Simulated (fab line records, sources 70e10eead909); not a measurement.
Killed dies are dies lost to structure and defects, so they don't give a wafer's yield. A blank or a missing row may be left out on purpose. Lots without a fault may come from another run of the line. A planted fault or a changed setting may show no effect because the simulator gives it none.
fab line records | flow nand_harc
record lots=11 wafers=33 last_day=32
route steps=1302 shown A_CHANNEL_HOLE_D2@592 A_CHANNEL_FILL_D2@612
lots that met no fault: from a run of the same line without faults
start_h: hours from the record's first day to the start of the lot's first wafer shown | wait_h: hours since the lot's step before | " the same as in the row above | L1.1+2: a row that stands for several wafers | - no value, or no start given | * or withheld: withheld | < > ~ a bound
route shown NAME@n: a module of which the file shows steps, and the number in the route of the first | usual: mean/standard deviation of fault-free wafers | same: alike in all rows | chamber/n: place in a boat | sites: the reading at each site | _std_site: their standard deviation | _edge_site: outer sites' mean less inner sites' | radius_mm: how far each site lies from the wafer's centre | mask NAME#n: copy n | behind: the tool/chamber that last shaped the wafer | hold: why the lot was held/for how many hours/how that ended | device: the transistor (n, p or np) that didn't switch | end of line: the same wafers' tests at the end of the route | a step without rows: its recipe alone | killed: dies lost to structure and defects at the first sort, not the wafer's yield | map: a wafer's dies, x killed, . not, _ none there
set.NAME: the setting as run; set.NAME@STEP: as run at that earlier step | model.NAME: the simulator's own value behind a step, which no gauge read
steps of the route over a sample of lots; a table a step, a row a wafer
services: from which hour (start_h, from the record's first day; less than 0 if before it) a tool's chamber was out of use, for how many hours, and why
## steps
# step NHARC_A_CHANNEL_HOLE_D2_ETCH_20
# recipe bias_v=3000 source_w=withheld pressure_mtorr=20 time_s=361.9 ar_flow_sccm=375 c4f8_flow_sccm=89.3 o2_flow_sccm=35.7 temp_c=-20 target_depth_a=16000 chemistry=C4F8/O2/Ar
# usual drypump_motor_current_A=6.0/0.58 he_backside_leak_sccm=5.9/0.53 showerhead_plenum_p_Torr=3.72/0.13 temp_c=-20.00/0.11 throttle_valve_pct=32.154/0.0076
# same time_s=361.9
# columns lot.wafer tool chamber start_h wait_h drypump_motor_current_A he_backside_leak_sccm rf_hours_counter_h showerhead_plenum_p_Torr temp_c throttle_valve_pct
L562.3 har_etch-01 1 318.44 0.2 6.8 6.0 - 3.69 -20.05 32.156
L562.4 " 0 " " 5.7 5.7 - 3.69 -19.99 32.156
L562.5 " 1 " " 6.8 6.2 - 3.69 -19.95 32.155
L566.2 har_etch-02 1 358.45 0.1 6.2 7.1 392 3.55 -20.01 32.159
L566.1 " 0 " " 5.2 6.0 377 3.60 -20.00 32.154
L566.4 " 0 " " 5.2 5.7 - 3.60 -20.03 32.157
L567.4 har_etch-02 0 362.76 0.2 5.2 6.4 - 3.59 -19.85 32.150
L567.5 " 1 " " 6.2 6.7 - 3.55 -19.93 32.146
L567.6 " 0 " " 5.2 6.3 - 3.59 -20.01 32.164
L569.1 har_etch-01 1 381.37 0.1 6.8 6.0 207 3.67 -20.06 32.146
L569.4 " 1 " " 6.8 5.9 - 3.67 -19.89 32.156
L569.5 " 1 " " 6.8 5.7 - 3.67 -19.82 32.148
L570.1 har_etch-02 1 394.96 0.1 6.2 6.0 0 3.93 -19.94 32.152
L570.2 " 0 " " 5.2 5.2 0 3.93 -19.99 32.155
L570.3 " 1 " " 6.2 6.1 - 3.93 -19.99 32.164
L578.1 har_etch-01 0 470.12 0.1 5.8 6.2 265 3.64 -20.00 32.154
L578.3 " 0 " " 5.8 6.2 - 3.64 -20.06 32.149
L578.4 " 1 " " 6.8 5.5 - 3.64 -20.05 32.164
L579.2 har_etch-02 1 473.16 0.1 6.2 5.4 46 3.91 -20.14 32.169
L579.3 " 1 " " 6.2 5.5 - 3.91 -19.94 32.158
L579.6 " 1 " " 6.2 5.8 - 3.91 -19.82 32.153
L580.2 har_etch-01 1 474.35 0.1 6.8 6.3 269 3.64 -19.83 32.165
L580.5 " 0 " " 5.8 6.2 - 3.64 -19.96 32.153
L580.6 " 1 " " 6.8 6.1 - 3.64 -19.72 32.143
L582.2 har_etch-02 1 498.56 0.1 6.2 6.3 57 3.90 -19.87 32.167
L582.4 " 1 " " 6.2 6.3 - 3.90 -19.87 32.147
L582.6 " 1 " " 6.2 5.4 - 3.90 -19.89 32.154
L581.4 har_etch-01 1 500.20 0.2 6.8 5.9 - 3.63 -20.12 32.140
L581.3 " 0 " " 5.7 6.2 - 3.63 -20.10 32.162
L581.6 " 0 " " 5.7 6.3 - 3.63 -20.21 32.151
L583.4 har_etch-02 1 514.52 0.2 6.2 5.8 - 3.90 -19.94 32.161
L583.3 " 0 " " 5.2 5.1 - 3.90 -19.94 32.150
L583.6 " 0 " " 5.2 5.4 - 3.90 -19.96 32.167
# step NHARC_A_CHANNEL_HOLE_D2_ETCH_24
# recipe bias_v=5000 source_w=withheld pressure_mtorr=20 time_s=906.2 ar_flow_sccm=375 c4f8_flow_sccm=93.8 o2_flow_sccm=31.2 temp_c=-20 target_depth_a=15000 chemistry=C4F8/O2/Ar
# usual drypump_motor_current_A=6.0/0.58 he_backside_leak_sccm=6.0/0.72 showerhead_plenum_p_Torr=3.71/0.13 temp_c=-20.00/0.11 throttle_valve_pct=32.236/0.0084
# same time_s=906.2
# columns lot.wafer tool chamber start_h wait_h drypump_motor_current_A he_backside_leak_sccm rf_hours_counter_h showerhead_plenum_p_Torr temp_c throttle_valve_pct
L562.3 har_etch-01 1 320.60 0.6 6.8 5.8 - 3.69 -20.01 32.238
L562.4 " 0 " " 5.7 5.9 - 3.69 -20.09 32.234
L562.5 " 1 " " 6.8 5.3 - 3.69 -20.05 32.230
L566.2 har_etch-02 1 360.46 0.6 6.2 6.6 394 3.54 -20.16 32.242
L566.1 " 0 " " 5.2 6.3 379 3.59 -20.14 32.228
L566.4 " 0 " " 5.2 6.7 - 3.59 -20.23 32.234
L567.4 har_etch-02 0 365.00 0.6 5.2 6.1 - 3.59 -19.88 32.238
L567.5 " 1 " " 6.2 7.3 - 3.54 -19.98 32.241
L567.6 " 0 " " 5.2 6.1 - 3.59 -19.93 32.239
L569.1 har_etch-01 1 383.39 0.6 6.8 5.9 209 3.66 -20.03 32.260
L569.4 " 1 " " 6.8 5.9 - 3.66 -20.03 32.237
L569.5 " 1 " " 6.8 6.0 - 3.66 -20.02 32.245
L570.1 har_etch-02 1 396.98 0.6 6.2 5.0 2 3.93 -20.10 32.248
L570.2 " 0 " " 5.2 5.0 2 3.93 -19.80 32.237
L570.3 " 1 " " 6.2 5.2 - 3.93 -20.08 32.245
L578.1 har_etch-01 0 472.14 0.6 5.7 6.1 267 3.63 -20.12 32.236
L578.3 " 0 " " 5.8 6.1 - 3.63 -20.21 32.233
L578.4 " 1 " " 6.8 5.7 - 3.63 -20.00 32.244
L579.2 har_etch-02 1 475.18 0.6 6.2 5.6 48 3.90 -19.91 32.237
L579.3 " 1 " " 6.2 6.0 - 3.90 -20.02 32.237
L579.6 " 1 " " 6.2 5.6 - 3.90 -20.15 32.252
L580.2 har_etch-01 1 476.45 0.6 6.8 6.2 271 3.63 -20.02 32.245
L580.5 " 0 " " 5.7 6.4 - 3.63 -19.94 32.236
L580.6 " 1 " " 6.8 6.3 - 3.63 -19.93 32.245
L582.2 har_etch-02 1 500.60 0.6 6.2 6.0 59 3.89 -20.10 32.232
L582.4 " 1 " " 6.2 5.6 - 3.89 -20.16 32.232
L582.6 " 1 " " 6.2 5.4 - 3.89 -20.05 32.235
L581.4 har_etch-01 1 502.37 0.6 6.8 6.9 - 3.62 -20.00 32.249
L581.3 " 0 " " 5.8 6.1 - 3.62 -19.94 32.230
L581.6 " 0 " " 5.8 6.2 - 3.62 -19.86 32.243
L583.4 har_etch-02 1 516.70 0.6 6.2 5.8 - 3.89 -19.87 32.252
L583.3 " 0 " " 5.2 5.3 - 3.89 -20.07 32.243
L583.6 " 0 " " 5.2 5.1 - 3.89 -20.13 32.238
# step NHARC_A_CHANNEL_HOLE_D2_STRIP_28
# recipe o2_flow_sccm=500 ar_flow_sccm=0 bias_w=0 chemistry=O2
# usual drypump_motor_current_A=5.8/0.34 oes_product_au=1.000/0.0064 rf_vpp_V=57.9/0.8 showerhead_plenum_p_Torr=3.58/0.17 throttle_valve_pct=17.037/0.0093
# columns lot.wafer tool chamber start_h wait_h drypump_motor_current_A oes_product_au rf_hours_counter_h rf_vpp_V showerhead_plenum_p_Torr throttle_valve_pct
L562.4 rie_diel-06 3 - - 6.0 1.003 0 59.6 3.78 17.040
L562.3 " 2 " " 6.1 1.004 0 58.3 3.52 17.036
L562.5 " 3 " " 6.0 1.003 - 58.1 3.78 17.026
L566.4 rie_diel-06 3 - - 6.0 1.017 1 59.1 3.78 17.040
L566.1 " 0 " " 5.4 1.011 2 58.0 3.71 17.036
L566.2 " 2 " " 6.1 1.011 2 57.4 3.52 17.038
L567.4 rie_diel-12 1 - - 6.2 0.992 5 57.1 3.43 17.052
L567.6 " 0 " " 6.0 1.001 - 57.9 3.77 17.042
L567.5 " 1 " " 6.2 0.994 - 58.2 3.43 17.043
L569.4 rie_diel-12 0 - - 6.0 1.011 5 57.6 3.77 17.047
L569.1 " 1 " " 6.2 1.003 6 57.8 3.43 17.031
L569.5 " 3 " " 6.1 1.004 - 57.2 3.30 17.040
L570.1 rie_diel-10 2 - - 5.5 1.001 9 56.8 3.39 17.052
L570.2 " 3 " " 5.5 1.002 9 57.1 3.39 17.037
L570.3 " 0 " " 5.4 1.002 9 57.1 3.61 17.046
L578.3 rie_diel-12 3 - - 6.1 0.994 0 56.0 3.30 17.053
L578.4 " 0 " " 6.0 0.995 0 58.1 3.77 17.053
L578.1 " 1 " " 6.2 1.002 0 57.6 3.43 17.037
L579.2 rie_diel-12 2 - - 6.2 1.010 0 57.3 3.64 17.036
L579.3 " 3 " " 6.1 1.006 1 56.7 3.30 17.039
L579.6 " 1 " " 6.2 1.004 - 57.3 3.43 17.033
L580.2 rie_diel-06 2 - - 6.1 0.989 9 56.7 3.51 17.037
L580.5 " 3 " " 5.9 1.005 - 58.7 3.78 17.039
L580.6 " 0 " " 5.4 1.000 - 56.5 3.70 17.034
L581.3 rie_diel-06 1 - - 5.3 0.995 0 57.3 3.76 17.042
L581.4 " 3 " " 5.9 1.003 - 58.7 3.78 17.048
L581.6 " 0 " " 5.4 0.994 - 58.3 3.70 17.035
L582.2 rie_diel-12 0 - - 6.0 0.997 2 58.2 3.76 17.027
L582.4 " 3 " " 6.0 0.999 2 58.4 3.29 17.030
L582.6 " 0 " " 6.0 0.999 - 57.9 3.76 17.043
L583.4 rie_diel-12 1 - - 6.2 0.998 2 59.2 3.43 17.050
L583.3 " 0 " " 6.0 0.991 2 58.3 3.76 17.034
L583.6 " 1 " " 6.2 1.004 - 56.8 3.43 17.036
# step NHARC_A_CHANNEL_HOLE_D2_XSEM_32
# recipe landing_energy_ev=35000
# usual bot_cd_nm=74.5/1.1 bow_nm=8.64/0.29 tilt_deg=0.07/0.043
# columns lot.wafer tool chamber start_h wait_h bot_cd_nm bow_nm tilt_deg
L562.3 xsem-02 0 323.83 0.1 73.7 8.61 0.11
L562.4 " 0 " " 74.5 8.61 0.11
L562.5 " 0 " " 75.8 8.58 0.11
L566.1 xsem-02 0 363.93 0.1 75.1 8.75 0.05
L566.2 " 0 " " 74.2 8.81 0.05
L566.4 " 0 " " 74.9 8.84 0.05
L567.4 xsem-02 0 368.09 0.1 75.5 9.96 0.03
L567.5 " 0 " " 76.1 8.36 0.03
L567.6 " 0 " " 74.2 10.00 0.03
L569.1 xsem-02 0 386.88 0.1 72.9 8.73 0.06
L569.4 " 0 " " 75.1 8.72 0.06
L569.5 " 0 " " 74.7 8.68 0.06
L570.1 xsem-01 0 400.44 0.1 75.0 8.63 0.08
L570.2 " 0 " " 75.8 10.25 0.09
L570.3 " 0 " " 74.2 8.59 0.08
L578.1 xsem-01 0 475.62 0.1 75.0 8.44 0.07
L578.3 " 0 " " 75.0 8.43 0.07
L578.4 " 0 " " 75.3 8.50 0.07
L579.2 xsem-02 0 478.68 0.1 74.7 8.56 0.02
L579.3 " 0 " " 76.8 8.64 0.02
L579.6 " 0 " " 75.1 8.51 0.02
L580.2 xsem-01 0 479.80 0.1 75.7 8.68 0.08
L580.5 " 0 " " 73.1 8.62 0.08
L580.6 " 0 " " 74.8 8.62 0.07
L581.3 xsem-01 0 505.77 0.1 74.6 8.84 0.03
L581.4 " 0 " " 73.8 8.90 0.03
L581.6 " 0 " " 74.4 8.87 0.03
L582.2 xsem-02 0 515.75 0.1 73.6 8.03 0.05
L582.4 " 0 " " 75.4 8.03 0.05
L582.6 " 0 " " 74.0 7.98 0.05
L583.3 xsem-02 0 519.92 0.1 73.5 8.74 0.12
L583.4 " 0 " " 73.7 8.84 0.12
L583.6 " 0 " " 74.2 8.73 0.12
# step NHARC_A_CHANNEL_FILL_D2_ALD_02
# recipe target_thk_a=60 pulse_time_s=10 ald_cycles=60 temp_c=300 material=SiO2
# usual heater_power_w=479/49 precursor_pulse_height_rel=0.997/0.02
# same pulse_time_s=10
# columns lot.wafer tool chamber start_h wait_h heater_power_w precursor_pulse_height_rel
L562.3 ald_hk-04 1 324.19 - 602 0.994
L562.4 " 2 " " 451 0.996
L562.5 " 0 " " 514 1.008
L566.4 ald_hk-04 2 364.30 - 445 0.970
L566.1 " 3 " " 454 1.015
L566.2 " 0 " " 517 1.013
L567.4 ald_hk-01 0 368.44 - 469 0.998
L567.5 " 3 " " 518 1.012
L567.6 " 0 " " 477 1.035
L569.4 ald_hk-01 2 387.17 - 443 1.040
L569.1 " 3 " " 522 0.956
L569.5 " 2 " " 452 0.959
L570.3 ald_hk-01 0 400.75 - 468 0.972
L570.1 " 2 " " 430 0.982
L570.2 " 3 " " 523 1.027
L578.1 ald_hk-01 3 475.92 - 524 0.976
L578.4 " 1 " " 475 1.031
L578.3 " 2 " " 440 0.997
L579.3 ald_hk-04 3 479.12 - 451 0.995
L579.2 " 0 " " 505 0.998
L579.6 " 1 " " 609 1.045
L580.2 ald_hk-01 1 480.16 - 473 1.013
L580.5 " 0 " " 481 1.015
L580.6 " 1 " " 471 0.986
L581.4 ald_hk-04 3 506.06 - 458 0.995
L581.3 " 2 " " 424 0.961
L581.6 " 3 " " 459 1.044
L582.4 ald_hk-01 2 516.18 - 447 0.994
L582.2 " 3 " " 517 1.026
L582.6 " 0 " " 476 0.977
L583.3 ald_hk-01 1 520.21 - 474 0.997
L583.4 " 3 " " 516 0.975
L583.6 " 1 " " 484 0.975
## services
# columns tool chamber start_h hours kind
ald_hk-01 - 305.57 10.0 pm
rie_diel-06 - 307.30 9.0 pm
har_etch-02 0 323.36 - consumable_replace:focus_ring
har_etch-02 0 323.36 17.0 scheduled_down
har_etch-02 0 323.36 17.0 vent_cycle
rie_diel-10 - 327.78 0.4 repair
rie_diel-06 3 331.37 10.3 repair
rie_diel-12 2 342.61 12.9 repair
rie_diel-06 3 357.04 3.2 repair
xsem-01 - 374.00 14.0 pm
har_etch-02 - 377.43 17.0 pm
har_etch-02 0 377.43 17.0 vent_cycle
har_etch-02 1 377.43 17.0 vent_cycle
rie_diel-12 1 386.90 7.4 repair
har_etch-02 0 394.43 - clean
har_etch-02 0 394.43 - consumable_replace:showerhead
har_etch-02 1 394.43 - clean
rie_diel-10 - 419.67 9.0 pm
ald_hk-04 - 425.34 0.7 repair
ald_hk-04 - 434.83 10.0 pm
rie_diel-12 - 445.40 9.0 pm
ald_hk-01 - 473.11 1.1 repair
rie_diel-06 - 484.30 9.0 pm
rie_diel-06 2 504.07 1.2 repair
## key
first_sign step=NHARC_A_CHANNEL_HOLE_D2_XSEM_32 reading=bow_nm direction=up sigmas=5 usual=8.64 struck=10.07
effect none on later readings
met_at NHARC_A_CHANNEL_HOLE_D2_ETCH_20
struck_lots L567,L570
struck_wafers L567.4,L567.6,L570.2
tester_left_out L567,L570
not_acting_at NHARC_A_CHANNEL_HOLE_D2_ETCH_24,NHARC_A_CHANNEL_HOLE_D2_STRIP_28,NHARC_A_CHANNEL_FILL_D2_ALD_02
onset_between 358.45 362.76
fault kind=process_parameter_drift tool=har_etch-02 chamber=0 onset_h=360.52 steps=NHARC_A_CHANNEL_HOLE_D2_ETCH_20 channel=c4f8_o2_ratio offset=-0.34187 shape=step end_h=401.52 acts_in=these_recipes_only stated=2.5
# tester_left_out: of these lots the tester's yield and bins aren't shown, on N5 and GAA mostly nor the transistor test; their killed dies are dies lost to structure and defects alone, not to doping, threshold or leakage, so they don't give the yield
